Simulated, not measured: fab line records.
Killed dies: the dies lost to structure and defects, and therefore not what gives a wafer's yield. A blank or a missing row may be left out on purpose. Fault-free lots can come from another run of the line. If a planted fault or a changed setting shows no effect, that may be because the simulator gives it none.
Lot-split experiment :: flow n5_finfet :: 21 wafers read from 7 lots, route of 1938 steps

== THE SPLIT ==
At N5_BEOL_M8_EXPOSE_08 (exposes mask M8), the setting dose_mj was moved away from the recipe's 68.25 on 8 of the 21 wafers read, by +2.2% to +7.1%. This setting was run at the recipe's value on the other wafers.

== FROM THE SPLIT TO THE READING: what the file shows between them, 15 steps ==
- N5_BEOL_M8_PEB_09: peb time 60 s
- N5_BEOL_M8_DEVELOP_10: develop time 30 s
- N5_BEOL_M8_CD_MEAS_11: target cd 38.5 nm
- N5_BEOL_M8_DESCUM_16: chemistry O2, time 7.9 s (also split here: time_s)
- N5_BEOL_M8_ETCH_61: etches SiARC in CF4, target depth 45.5 nm, time 75.8 s
- N5_BEOL_M8_ETCH_62: etches SOC in N2/H2, target depth 110 nm, overetch 22 nm, time 165 s
- N5_BEOL_M8_STRIP_68: strips in N2/H2
- N5_BEOL_M8_STRIP_67: strips in CF4
- N5_BEOL_M8_HM_OPEN_17: chemistry Cl2/BCl3, target TiN, target depth 20 nm, overetch 6 nm
- N5_BEOL_M8_STRIP_19: strips in O2
- N5_BEOL_M8_CD_MEAS_18: pitch 80 nm, target cd 40 nm
- N5_BEOL_M8_COAT_63: time 60 s, resist thk 60 nm
- N5_BEOL_M8_COAT_64: time 60 s, resist thk 12 nm
- N5_BEOL_M8_PRECLEAN_42: cleans in residue remover, time 60 s
- N5_BEOL_M8_SRD_43: time 30 s

== THE READING ==
Shown in nm: cd_nm at N5_BEOL_M8_CD_MEAS_35, with target cd 40 nm. A value of 40.0 nm with a standard deviation of 0.48 nm is what fault-free wafers of this fab line usually give.

wafer: L075.2
tool, chamber at the split: arfi_scanner-01, 0
dose_mj as run: 72.97
against the recipe: +6.9%
cd_nm, nm: 43.5
against lot-mates on the recipe: +2.9

wafer: L075.3
tool, chamber at the split: arfi_scanner-01, 0
dose_mj as run: 72.97
against the recipe: +6.9%
cd_nm, nm: 42.8
against lot-mates on the recipe: +2.2

wafer: L075.4
tool, chamber at the split: arfi_scanner-01, 0
dose_mj as run: 68.25
against the recipe: recipe
cd_nm, nm: 40.6
against lot-mates on the recipe: -

wafer: L080.1
tool, chamber at the split: arfi_scanner-02, 0
dose_mj as run: 69.76
against the recipe: +2.2%
cd_nm, nm: 41.7
against lot-mates on the recipe: +2.0

wafer: L080.2
tool, chamber at the split: arfi_scanner-02, 0
dose_mj as run: 69.76
against the recipe: +2.2%
cd_nm, nm: 40.8
against lot-mates on the recipe: +1.1

wafer: L080.6
tool, chamber at the split: arfi_scanner-02, 0
dose_mj as run: 68.25
against the recipe: recipe
cd_nm, nm: 39.7
against lot-mates on the recipe: -

wafer: L084.1
tool, chamber at the split: arfi_scanner-03, 0
dose_mj as run: 68.25
against the recipe: recipe
cd_nm, nm: 39.6
against lot-mates on the recipe: -

wafer: L084.2
tool, chamber at the split: arfi_scanner-03, 0
dose_mj as run: 68.25
against the recipe: recipe
cd_nm, nm: 39.6
against lot-mates on the recipe: -

wafer: L084.6
tool, chamber at the split: arfi_scanner-03, 0
dose_mj as run: 73.09
against the recipe: +7.1%
cd_nm, nm: 42.9
against lot-mates on the recipe: +3.3

wafer: L085.1
tool, chamber at the split: arfi_scanner-01, 0
dose_mj as run: 69.74
against the recipe: +2.2%
cd_nm, nm: 40.9
against lot-mates on the recipe: +1.2

wafer: L085.3
tool, chamber at the split: arfi_scanner-01, 0
dose_mj as run: 69.74
against the recipe: +2.2%
cd_nm, nm: 41.6
against lot-mates on the recipe: +1.9

wafer: L085.4
tool, chamber at the split: arfi_scanner-01, 0
dose_mj as run: 68.25
against the recipe: recipe
cd_nm, nm: 39.7
against lot-mates on the recipe: -

wafer: L088.1
tool, chamber at the split: arfi_scanner-02, 0
dose_mj as run: 68.25
against the recipe: recipe
cd_nm, nm: 40.5
against lot-mates on the recipe: -

wafer: L088.2
tool, chamber at the split: arfi_scanner-02, 0
dose_mj as run: 68.25
against the recipe: recipe
cd_nm, nm: 40.2
against lot-mates on the recipe: -

wafer: L088.3
tool, chamber at the split: arfi_scanner-02, 0
dose_mj as run: 68.25
against the recipe: recipe
cd_nm, nm: 40.7
against lot-mates on the recipe: -

wafer: L092.2
tool, chamber at the split: arfi_scanner-03, 0
dose_mj as run: 71.27
against the recipe: +4.4%
cd_nm, nm: 43.1
against lot-mates on the recipe: +3.0

wafer: L092.4
tool, chamber at the split: arfi_scanner-03, 0
dose_mj as run: 68.25
against the recipe: recipe
cd_nm, nm: 39.6
against lot-mates on the recipe: -

wafer: L092.6
tool, chamber at the split: arfi_scanner-03, 0
dose_mj as run: 68.25
against the recipe: recipe
cd_nm, nm: 40.6
against lot-mates on the recipe: -

wafer: L091.2
tool, chamber at the split: arfi_scanner-01, 0
dose_mj as run: 68.25
against the recipe: recipe
cd_nm, nm: 39.9
against lot-mates on the recipe: -

wafer: L091.3
tool, chamber at the split: arfi_scanner-01, 0
dose_mj as run: 68.25
against the recipe: recipe
cd_nm, nm: 39.6
against lot-mates on the recipe: -

wafer: L091.4
tool, chamber at the split: arfi_scanner-01, 0
dose_mj as run: 68.25
against the recipe: recipe
cd_nm, nm: 40.2
against lot-mates on the recipe: -

THE FIT
A straight line over all 21 wafers: cd_nm changes by +0.463 nm for each +1% of dose_mj; r = +0.93; the points scatter about the line by 0.49 nm.
The same after taking each lot's own level away (the mean of its wafers on the recipe; 21 wafers): +0.44 nm for each +1%; r = +0.92; scatter 0.48 nm.
Per that fit: largest dose_mj move, reading shift of 3.1 nm.
Measured against the standard deviation above, the lots' own levels, which go from 39.60 to 40.60 nm, span 2.1 times it.
The two slopes agree, so the slope changes little with the lot-to-lot level.
Check: +3.22 nm against its lot-mates is what the line predicts for one of the wafers moved furthest among these (+7.1%) when that wafer is left out of the fit. It came out at +3.3 nm against them.

== FURTHER SPLITS ON THESE WAFERS ==
Note: prior to the reading, these wafers also went through further splits. Each is held against what the fit with the lots' levels taken away leaves over:
other split on the same wafers: N5_BEOL_M5_COAT_74 spin_rpm
wafers away from the commonest value: 7
r with cd_nm (lot level and that fit taken away): -0.08

other split on the same wafers: N5_BEOL_M7_EXPOSE_25 dose_mj
wafers away from the commonest value: 6
r with cd_nm (lot level and that fit taken away): +0.31

other split on the same wafers: N5_BEOL_M7_DESCUM_33 time_s
wafers away from the commonest value: 8
r with cd_nm (lot level and that fit taken away): -0.29

other split on the same wafers: N5_BEOL_M8_DESCUM_16 time_s
wafers away from the commonest value: 10
r with cd_nm (lot level and that fit taken away): +0.13

== THE WHOLE CHAIN: every reading that the file lists as answering this split, in the file's order ==
step: N5_BEOL_M8_CD_MEAS_11
what it does: target cd 38.5 nm
reading: cd_nm
change (the file's fit): +0.476 nm for each +1% of the setting
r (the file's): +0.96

step: N5_BEOL_M8_ETCH_61
what it does: etches SiARC in CF4, target depth 45.5 nm, time 75.8 s
reading: BEOL_M8.cd_offset_nm (the simulator's own value, which no gauge read)
change (the file's fit): +0.473 nm for each +1% of the setting
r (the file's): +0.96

step: N5_BEOL_M8_ETCH_62
what it does: etches SOC in N2/H2, target depth 110 nm, overetch 22 nm, time 165 s
reading: BEOL_M8.cd_offset_nm (the simulator's own value, which no gauge read)
change (the file's fit): +0.49 nm for each +1% of the setting
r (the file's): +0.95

step: N5_BEOL_M8_HM_OPEN_17
what it does: chemistry Cl2/BCl3, target TiN, target depth 20 nm, overetch 6 nm
reading: BEOL_M8.cd_offset_nm (the simulator's own value, which no gauge read)
change (the file's fit): +0.483 nm for each +1% of the setting
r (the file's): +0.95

step: N5_BEOL_M8_CD_MEAS_18
what it does: pitch 80 nm, target cd 40 nm
reading: cd_nm
change (the file's fit): +0.539 nm for each +1% of the setting
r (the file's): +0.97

step: N5_BEOL_M8_CD_MEAS_35
what it does: target cd 40 nm
reading: cd_nm
change (the file's fit): +0.475 nm for each +1% of the setting
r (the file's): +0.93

== THE FILE'S OWN FIT ==
cd_nm changes by +0.475 nm for each +1% of dose_mj, r = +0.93.
